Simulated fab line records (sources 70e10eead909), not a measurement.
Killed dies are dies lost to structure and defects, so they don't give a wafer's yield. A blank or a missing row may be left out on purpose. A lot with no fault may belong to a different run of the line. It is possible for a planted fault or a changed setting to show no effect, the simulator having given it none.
One fault through the eyes of 2 desks	flow nand-harc	each desk has only its own numbers; what lay behind them comes last

== AT THE TOOL OWNER'S DESK: litho-track-01 ==
Per lot that ran on this tool, the mean of the sampled wafers carrying a number, from the tool's own readings at NHARC_A_CONTACT_SOFTBAKE_37 (time 55 s). The brackets show how far a lot's mean lies from the usual mean; more than 4 standard deviations puts the lot out of limits, marked OUT.
Columns: A = heater-power-total-W at NHARC_A_CONTACT_SOFTBAKE_37, usual 188.43 W; B = plate-temp-C at NHARC_A_CONTACT_SOFTBAKE_37, usual 105.04 C
lot	first seen here	A	B
L696	day 18 11:00	188.41	105.06
L705	day 20 00:00	185.53 (-22) OUT	103.68 (-9.7) OUT
L704	day 20 07:00	185.58 (-22) OUT	103.89 (-8.2) OUT
This desk finds L704, L705 out of limits, L705 being first, at day 20 00:00 (heater-power-total-W at NHARC_A_CONTACT_SOFTBAKE_37). Within limits: L696.

== THE DEFECT DESK ==
Inspection counts along the route, by lot: the mean over sampled wafers that carry a number. The brackets show how far a lot's mean lies from the usual mean; more than 4 standard deviations puts the lot out of limits, marked OUT.
Columns: A = raw-defect-count at NHARC_A_WL_FILL_INSPECT_15, usual 392
lot	first seen here	A
L690	day 16 01:44	406
L689	day 16 06:08	318
L693	day 16 12:53	407
L691	day 16 13:01	597
L692	day 16 17:14	431
L695	day 17 14:24	344
L696	day 18 05:17	402
L697	day 18 09:33	270
L699	day 18 14:20	447
L705	day 19 21:28	307
L704	day 20 03:45	372
L707	day 20 05:57	423
L711	day 21 10:37	496
L710	day 21 16:26	282
Result from this desk: across the 14 lots, nothing is out of limits.

== PUT TOGETHER ==
The tool owner's desk could have raised an alarm at day 20 00:00, on L704, L705.
Nothing out of limits was seen by the defect desk.
The defect desk has L704, L705 on record, within its limits.
On litho-track-01, each named lot ran NHARC_A_CONTACT_SOFTBAKE_37.

== WHAT WAS PUT IN BY THE SIMULATOR ==
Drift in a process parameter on litho-track-01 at NHARC_A_CONTACT_SOFTBAKE_37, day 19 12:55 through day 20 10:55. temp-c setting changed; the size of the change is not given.
Struck lots among those shown: L704, L705.
Each desk's first reading out of limits, in hours after the fault started: the tool owner's desk, 11.
